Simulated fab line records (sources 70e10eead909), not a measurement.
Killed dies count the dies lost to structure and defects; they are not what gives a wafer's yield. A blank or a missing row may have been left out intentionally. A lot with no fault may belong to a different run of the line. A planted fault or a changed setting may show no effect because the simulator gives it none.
What tool caused it? | flow nand harc | Sampling: 13 lots, 39 wafers, 6 of 1302 route steps

== WHAT THE GAUGES SHOWED, per wafer ==
NHARC_P_BONDPAD_THK_MEAS_20: measures by xrf. Usual: thk nm at 161.1 nm, with a standard deviation of 1.3.
lot  | measured     | on            | thk nm (nm)                   | flag
L134 | day 6 15:56  | film metro-02 | 162.1 161.1 161.4             |
L136 | day 7 16:44  | film metro-02 | 161.8 159.7 159.3             |
L137 | day 8 02:50  | film metro-02 | 162.8 162.8 162.3             |
L140 | day 9 00:33  | film metro-02 | 161.4 159.7 161.6             |
L147 | day 12 04:06 | film metro-01 | 31.2 29.6 30.2 33.4 29.2 30.7 | OFF
L149 | day 12 20:13 | film metro-02 | 30.0 30.3 31.9 31.0 30.2 30.0 | OFF
L148 | day 12 21:25 | film metro-02 | 30.0 30.5 30.9 31.0 29.4 30.0 | OFF
L150 | day 13 06:19 | film metro-02 | 160.0 159.5 160.9             |
L151 | day 13 17:05 | film metro-01 | 161.7 161.9 163.0             |
L152 | day 14 02:01 | film metro-02 | 162.6 161.9 161.7             |
L153 | day 14 18:52 | film metro-02 | 160.9 161.9 162.0             |
L154 | day 15 00:38 | film metro-02 | 161.1 161.2 160.2             |
L155 | day 15 11:40 | film metro-02 | 160.3 159.5 161.3             |

NHARC_END_SORT_01. Usual: value, then standard deviation, for each; defect limited yield 91 % / 3; killed at array 56 / 20; killed at other 1 / 1.3; killed at periphery 3.5 / 2.7; killed dies 60 / 20; killed open 3.3 / 1.6; killed short 2.4 / 1.5.
lot  | measured     | on        | defect limited yield (%) | killed at array | killed at other | killed at periphery | killed dies | killed open | killed short | flag
L140 | day 26 19:40 | prober-01 | 92 92 91                 | 49 46 59        | 0 1 0           | 6 5 2               | 55 52 61    | 4 5 3       | 0 3 6        |
L150 | day 31 01:58 | prober-02 | 82 89                    | 117 74          | 2 1             | 1 1                 | 120 76      | 3 4         | 1 0          |

== TOOL THAT RAN EACH LOT (tool first, then ch and the chambers of the sampled wafers, then the start) ==
lot  | NHARC_P_BONDPAD_ETCH_12                       | NHARC_P_BONDPAD_STRIP_15           | NHARC_P_BONDPAD_DEGAS_25     | NHARC_P_BONDPAD_ECD_18
L134 | rie diel-11 ch 0,1,3, day 6 13:56 or earlier  | rie diel-02 ch 1,2,3, day 6 13:56  | pvd sputter-03, day 6 14:28  | ecd cu-01 ch 0,1, day 6 14:50
L136 | rie diel-11 ch 1,2,3, day 7 14:46 or earlier  | rie diel-06 ch 0,3, day 7 14:46    | pvd sputter-03, day 7 15:20  | ecd cu-01 ch 0,1, day 7 15:44
L137 | rie diel-11 ch 2,3, day 8 00:56 or earlier    | rie diel-02 ch 0,2,3, day 8 00:56  | pvd sputter-01, day 8 01:26  | ecd cu-01 ch 0,1, day 8 01:53
L140 | rie diel-06 ch 0,3, day 8 22:35 or earlier    | rie diel-06 ch 0,1,3, day 8 22:35  | pvd sputter-03, day 8 23:08  | ecd cu-01 ch 0,1, day 8 23:30
L147 | rie diel-11 ch 2,3, day 12 02:10 or earlier   | rie diel-11 ch 0,2,3, day 12 02:10 | pvd sputter-03, day 12 02:42 | ecd cu-02 ch 0,1, day 12 03:03
L149 | rie diel-06 ch 0,1,3, day 12 18:15 or earlier | rie diel-02 ch 0,1,2, day 12 18:15 | pvd sputter-01, day 12 18:49 | ecd cu-02 ch 0,1, day 12 19:10
L148 | rie diel-06 ch 1,3, day 12 19:08 or earlier   | rie diel-02 ch 0,1,3, day 12 19:08 | pvd sputter-01, day 12 19:42 | ecd cu-01 ch 0,1, day 12 20:26
L150 | rie diel-06 ch 1,2,3, day 13 04:21 or earlier | rie diel-02 ch 0,3, day 13 04:21   | pvd sputter-02, day 13 04:55 | ecd cu-02 ch 1, day 13 05:19
L151 | rie diel-06 ch 0,2,3, day 13 15:04 or earlier | rie diel-11 ch 0,1,3, day 13 15:04 | pvd sputter-01, day 13 15:40 | ecd cu-01 ch 0,1, day 13 16:02
L152 | rie diel-11 ch 0,2, day 14 00:04 or earlier   | rie diel-02 ch 0,3, day 14 00:04   | pvd sputter-03, day 14 00:37 | ecd cu-02 ch 0,1, day 14 00:57
L153 | rie diel-11 ch 0,2,3, day 14 16:56 or earlier | rie diel-02 ch 0,1, day 14 16:56   | pvd sputter-02, day 14 17:28 | ecd cu-02 ch 0,1, day 14 17:49
L154 | rie diel-06 ch 1,2, day 14 22:43 or earlier   | rie diel-02 ch 0,1, day 14 22:43   | pvd sputter-03, day 14 23:14 | ecd cu-01 ch 0,1, day 14 23:36
L155 | rie diel-06 ch 0,1,3, day 15 09:43 or earlier | rie diel-02 ch 0,3, day 15 09:43   | pvd sputter-03, day 15 10:16 | ecd cu-02 ch 0,1, day 15 10:37
- NHARC_P_BONDPAD_ETCH_12: etches the open film in CHF3/O2, target depth 200 nm, time 100 s.
- NHARC_P_BONDPAD_STRIP_15: strips in O2.
- NHARC_P_BONDPAD_DEGAS_25: time 60 s.
- NHARC_P_BONDPAD_ECD_18: material Cu, target thk 400 nm.

== AS READ BY THE TOOLS THEMSELVES (means over the sampled wafers that have a number; for cases with no such wafer, the mark the record gives instead) ==
NHARC_P_BONDPAD_ETCH_12. Usual: drypump motor current A 5.6 A, standard deviation 0.52; oes product au 0.933 a.u., standard deviation 0.017; rf fwd power W 496.4 W, standard deviation 1.6; rf vpp V 370.4 V, standard deviation 2; showerhead plenum p Torr 2.39 Torr, standard deviation 0.091; throttle valve pct 20.572 %, standard deviation 0.01.
lot  | tool        | drypump motor current A (A) | oes product au (a.u.) | rf fwd power W (W) | rf vpp V (V) | showerhead plenum p Torr (Torr) | throttle valve pct (%) | flag
L134 | rie diel-11 | 5.4                         | 0.920                 | 496.0              | 368.7        | 2.33                            | 20.568                 |
L136 | rie diel-11 | 5.7                         | 0.928                 | 494.1              | 369.9        | 2.37                            | 20.574                 |
L137 | rie diel-11 | 6.0                         | 0.922                 | 495.9              | 368.6        | 2.33                            | 20.579                 |
L140 | rie diel-06 | 5.6                         | 0.930                 | 497.5              | 372.1        | 2.50                            | 20.564                 |
L147 | rie diel-11 | 6.0                         | 0.978                 | 495.3              | 370.6        | 2.38                            | 20.571                 |
L149 | rie diel-06 | 5.5                         | 0.931                 | 496.9              | 371.9        | 2.46                            | 20.567                 |
L148 | rie diel-06 | 5.5                         | 0.958                 | 496.3              | 370.5        | 2.42                            | 20.571                 |
L150 | rie diel-06 | 5.3                         | 0.930                 | 495.9              | 370.3        | 2.36                            | 20.577                 |
L151 | rie diel-06 | 5.4                         | 0.941                 | 496.9              | 371.1        | 2.40                            | 20.573                 |
L152 | rie diel-11 | 5.4                         | 0.931                 | 495.9              | 370.4        | 2.35                            | 20.569                 |
L153 | rie diel-11 | 5.7                         | 0.927                 | 496.3              | 369.3        | 2.34                            | 20.563                 |
L154 | rie diel-06 | 5.8                         | 0.968                 | 497.1              | 369.7        | 2.37                            | 20.571                 |
L155 | rie diel-06 | 5.6                         | 0.952                 | 496.3              | 372.2        | 2.46                            | 20.563                 |

NHARC_P_BONDPAD_STRIP_15. Usual: drypump motor current A 5.5 A, standard deviation 0.47; oes product au 1.002 a.u., standard deviation 0.0071; rf vpp V 57.9 V, standard deviation 0.92; showerhead plenum p Torr 3.55 Torr, standard deviation 0.14; throttle valve pct 17.037 %, standard deviation 0.0086.
lot  | tool        | drypump motor current A (A) | oes product au (a.u.) | rf vpp V (V) | showerhead plenum p Torr (Torr) | throttle valve pct (%) | flag
L134 | rie diel-02 | 5.5                         | 0.995                 | 57.6         | 3.55                            | 17.033                 |
L136 | rie diel-06 | 5.7                         | 1.006                 | 57.7         | 3.67                            | 17.032                 |
L137 | rie diel-02 | 5.6                         | 1.000                 | 57.7         | 3.51                            | 17.038                 |
L140 | rie diel-06 | 5.6                         | 1.010                 | 58.4         | 3.62                            | 17.036                 |
L147 | rie diel-11 | 5.7                         | 1.003                 | 57.7         | 3.44                            | 17.038                 |
L149 | rie diel-02 | 5.3                         | 0.998                 | 57.8         | 3.60                            | 17.026                 |
L148 | rie diel-02 | 5.4                         | 1.002                 | 58.7         | 3.64                            | 17.041                 |
L150 | rie diel-02 | 5.7                         | 1.003                 | 57.7         | 3.56                            | 17.037                 |
L151 | rie diel-11 | 5.4                         | 1.002                 | 58.7         | 3.42                            | 17.030                 |
L152 | rie diel-02 | 5.7                         | 0.998                 | 57.6         | 3.56                            | 17.035                 |
L153 | rie diel-02 | 5.0                         | 0.999                 | 58.5         | 3.69                            | 17.038                 |
L154 | rie diel-02 | 5.1                         | 1.008                 | 58.0         | 3.69                            | 17.038                 |
L155 | rie diel-02 | 5.7                         | 1.008                 | 57.4         | 3.55                            | 17.040                 |

NHARC_P_BONDPAD_DEGAS_25. Usual: heater power w at 475 W, with a standard deviation of 51.
lot  | tool           | heater power w (W) | flag
L134 | pvd sputter-03 | 477                |
L136 | pvd sputter-03 | 478                |
L137 | pvd sputter-01 | 503                |
L140 | pvd sputter-03 | 506                |
L147 | pvd sputter-03 | 437                |
L149 | pvd sputter-01 | 497                |
L148 | pvd sputter-01 | 491                |
L150 | pvd sputter-02 | 448                |
L151 | pvd sputter-01 | 446                |
L152 | pvd sputter-03 | 471                |
L153 | pvd sputter-02 | 515                |
L154 | pvd sputter-03 | 445                |
L155 | pvd sputter-03 | 470                |

NHARC_P_BONDPAD_ECD_18. Usual: bath heat duty pct 7.1 %, standard deviation 0.67; bath temp c 25.00 C, standard deviation 0.093.
lot  | tool      | bath heat duty pct (%) | bath temp c (C) | flag
L134 | ecd cu-01 | 7.3                    | 25.06           |
L136 | ecd cu-01 | 6.8                    | 24.99           |
L137 | ecd cu-01 | 7.0                    | 24.95           |
L140 | ecd cu-01 | 6.9                    | 25.01           |
L147 | ecd cu-02 | -                      | -               | OFF
L149 | ecd cu-02 | -                      | -               | OFF
L148 | ecd cu-01 | -                      | -               | OFF
L150 | ecd cu-02 | 6.8                    | 25.04           |
L151 | ecd cu-01 | 7.0                    | 24.95           |
L152 | ecd cu-02 | 7.2                    | 24.98           |
L153 | ecd cu-02 | 7.3                    | 25.05           |
L154 | ecd cu-01 | 6.4                    | 25.00           |
L155 | ecd cu-02 | 7.5                    | 25.17           |

== THE ANSWER, worked out from the rows above alone ==
Rule: a lot counts as off when the mean over its wafers that have a number is more than 3 standard deviations away from the usual mean. A lot without any number at a reading at which 4 lots or more have one is off too. Any other lot the step has rows for is counted as sound. The gauges are gone through in route order, then the tools' own readings, and for those a lot's mean is taken as printed above. The first step at which some lot is off is used, and at that step the reading that is off furthest; a lot without a number counts as furthest.
Off: L147, L149, L148, at NHARC_P_BONDPAD_THK_MEAS_20 (thk nm).
A tool fits if, at a process step before that reading, it ran every lot that is off, and no sound lot after the first of them. The gauges at NHARC_P_BONDPAD_THK_MEAS_20 aren't tried: what is off there is off at NHARC_P_BONDPAD_ECD_18 too, on other tools, and a gauge's error can't cause that. With no start given for some of its lots, NHARC_P_BONDPAD_ETCH_12 uses the hours and lot order of NHARC_P_BONDPAD_STRIP_15. Of those tried, none fits.

== WHAT HAD BEEN PUT IN BY THE SIMULATOR ==
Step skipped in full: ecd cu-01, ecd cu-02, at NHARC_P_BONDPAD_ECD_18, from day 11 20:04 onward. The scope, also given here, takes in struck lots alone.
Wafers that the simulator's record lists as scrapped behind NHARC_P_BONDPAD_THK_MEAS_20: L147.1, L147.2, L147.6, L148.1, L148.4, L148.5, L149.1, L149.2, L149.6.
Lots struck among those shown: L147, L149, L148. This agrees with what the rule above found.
